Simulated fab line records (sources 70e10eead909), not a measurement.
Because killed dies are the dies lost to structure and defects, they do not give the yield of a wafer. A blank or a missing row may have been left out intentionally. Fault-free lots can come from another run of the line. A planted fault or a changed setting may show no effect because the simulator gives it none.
Struck lot and sound lot, side by side || flow nand-harc || 15 out of 1159 route steps
Sound: wafers L286.3, L286.4, L286.6. Wafers struck: L290.1, L290.4, L290.6. At the end, the cause is stated.
Each step with rows lists, per side, the tool, then ch with its chambers, then its first start. Under that, the readings that differ: sound wafers || struck wafers || difference of the means || sigmas: that difference in standard deviations of wafers without a fault.
alike: readings with means less than 2 such deviations apart, plus words and numbers identical on both sides. not compared: withheld readings, readings lacking a value on some wafer, bounds such as >300 that could conceal the same value, and numbers that have no deviation in the record and whose values overlap.
A row with sigmas, a row that says differs or no value, or rows on one side alone: a step with any of these is where the two part. Numbers that don't overlap but have no deviation are shown without sigmas and don't part them. A reading that every wafer of one side lacks parts them only if that side has two wafers or more.

first, 8 steps without rows for these wafers: NHARC_P_GATE_DEHYDRATE_03 (time 120 s); NHARC_P_GATE_HMDS_04 (time 30 s); NHARC_P_GATE_COAT_05; NHARC_P_GATE_SOFTBAKE_06 (time 95 s); NHARC_P_GATE_EBR_07; NHARC_P_GATE_EXPOSE_08 (exposes mask P HV); NHARC_P_GATE_PEB_09 (peb time 85 s); NHARC_P_GATE_DEVELOP_10 (time 70 s).
NHARC_P_GATE_CD_MEAS_11: the cd target is 1640 nm.
  sound on cd-sem-03 ch 0, day 4 02:12; struck on cd-sem-02 ch 0, day 5 00:58
  alike: cd-nm
then, 1 step without rows for these wafers: NHARC_P_GATE_HARDBAKE_12 (time 80 s).
NHARC_P_GATE_DESCUM_13: chemistry O2, time 3 s.
  sound on rie-diel-12 ch 1,2,3, day 4 02:22; struck on rie-diel-03 ch 0,2, day 5 01:08
{"reading": "rf-vpp-V (V)", "sound": "59.3 56.6 56.8", "struck": "59.8 59.2 59.9", "difference": "+2.1", "sigmas": "+2"}
  alike: drypump-motor-current-A, oes-product-au, showerhead-plenum-p-Torr, throttle-valve-pct
  not compared: rf-hours-counter-h
then, 1 step without rows for these wafers: NHARC_P_GATE_ETCH_14 (etches SiO2 in dHF, target depth 48.8 nm).
NHARC_P_GATE_STRIP_15: strips in SPM, time 780 s.
  sound on wet-bench-01 ch 0,2,7, day 4 02:33; struck on wet-bench-01 ch 0,2,7, day 5 01:19
  no value came back on the struck wafers for bath-guard-temp-C (C), bath-heat-duty-pct (%); on the sound wafers bath-guard-temp-C (C) reads 129.6 130.0 130.2
then, 1 step without rows for these wafers: NHARC_P_GATE_PRECLEAN_71 (cleans in SC1).
-- jump in the record: it breaks off in module P_GATE and resumes in module END (first step shown: number 1159 of the route), and 15 days separate the struck wafers' starts before and after --
NHARC_END_SORT_01:
  the record has rows for the struck wafers here (prober-02 ch 0, day 20 04:16) and none for the sound ones

## WHERE THEY PART
Earliest at NHARC_P_GATE_DESCUM_13; latest, in this record, at NHARC_END_SORT_01.

WHY: the cause the simulator had injected
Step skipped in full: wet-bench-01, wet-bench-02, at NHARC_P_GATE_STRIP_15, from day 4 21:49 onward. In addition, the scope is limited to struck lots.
